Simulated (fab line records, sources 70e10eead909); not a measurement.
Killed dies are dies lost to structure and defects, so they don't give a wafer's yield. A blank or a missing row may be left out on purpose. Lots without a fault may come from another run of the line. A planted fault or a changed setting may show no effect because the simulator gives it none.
Chamber matching | flow nand_harc | NHARC_A_STAIRCASE_DEP_471 on pecvd-01: 3 sister chambers
The step deposits SiO2, target thk 100 nm. 20 wafers are shown with their chamber, then 10 later ones without.

WAFERS WITH THEIR CHAMBER
wafer  | chamber | throttle_valve_pct (%) | heater_power_w (W) | chamber_pressure_Torr (Torr)
L074.1 | 2       | 16.0                   | 603                | 6.496
L074.2 | 0       | 16.7                   | 452                | 6.479
L074.5 | 0       | 16.7                   | 465                | 6.466
L076.1 | 0       | 16.8                   | 512                | 6.473
L076.5 | 2       | 15.9                   | 576                | 6.490
L076.6 | 1       | 16.4                   | 527                | 6.515
L077.1 | 2       | 16.2                   | 569                | 6.481
L077.3 | 0       | 16.6                   | 466                | 6.510
L077.6 | 0       | 16.7                   | 477                | 6.499
L081.2 | 2       | 16.0                   | 610                | 6.508
L081.3 | 1       | 16.3                   | 557                | 6.490
L081.4 | 2       | 16.2                   | 588                | 6.496
L085.2 | 0       | 16.7                   | 536                | 6.496
L085.3 | 2       | 15.8                   | 529                | 6.491
L085.6 | 1       | 16.6                   | 603                | 6.502
L089.1 | 2       | 16.1                   | 506                | 6.503
L089.3 | 1       | 16.6                   | 650                | 6.516
L089.6 | 2       | 16.0                   | 499                | 6.489
L086.1 | 1       | 16.6                   | 512                | 6.513
L086.5 | 0       | 16.8                   | 491                | 6.511

SIGNATURES (means of the wafers above)
reading               | chamber 0 | chamber 1 | chamber 2 | scatter within a chamber
throttle_valve_pct    | 16.714    | 16.500    | 16.025    | 0.12
heater_power_w        | 485.57    | 569.80    | 560.00    | 42.9
chamber_pressure_Torr | 6.49057   | 6.50720   | 6.49425   | 0.0132
Rule: a wafer's distance from a chamber is the root of the sum, over the readings, of the square of ((its reading less the chamber's mean) divided by the reading's scatter). The wafer belongs to the nearest chamber; if the next one is less than 2 further off, it can't be placed. The scatter: the root of (the sum of the squares of (reading less its chamber's mean) over the shown wafers, divided by (wafers less chambers)).

WAFERS WITHOUT THEIR CHAMBER
wafer  | throttle_valve_pct (%) | heater_power_w (W) | chamber_pressure_Torr (Torr)
L086.6 | 15.9                   | 484                | 6.503
L093.4 | 16.8                   | 522                | 6.500
L093.5 | 16.7                   | 493                | 6.510
L093.6 | 16.1                   | 547                | 6.499
L092.2 | 16.1                   | 581                | 6.516
L092.4 | 16.7                   | 520                | 6.518
L092.5 | 16.8                   | 516                | 6.510
L094.3 | 16.3                   | 463                | 6.513
L094.4 | 16.1                   | 564                | 6.486
L094.5 | 15.9                   | 573                | 6.515

WHICH CHAMBER EACH WENT THROUGH
wafer  | from the rows above          | in truth
L086.6 | 2                            | 2
L093.4 | can't be placed: 0 or 1      | 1
L093.5 | can't be placed: 0 or 1      | 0
L093.6 | 2                            | 2
L092.2 | can't be placed: 2 or 1      | 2
L092.4 | can't be placed: 1 or 0      | 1
L092.5 | can't be placed: 0 or 1      | 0
L094.3 | can't be placed: 1 or 2 or 0 | 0
L094.4 | 2                            | 2
L094.5 | 2                            | 2
Placed correctly: 4 of 10. Can't be placed from these rows: 6 (the true chamber is among the candidates in 6). Placed wrongly: 0.
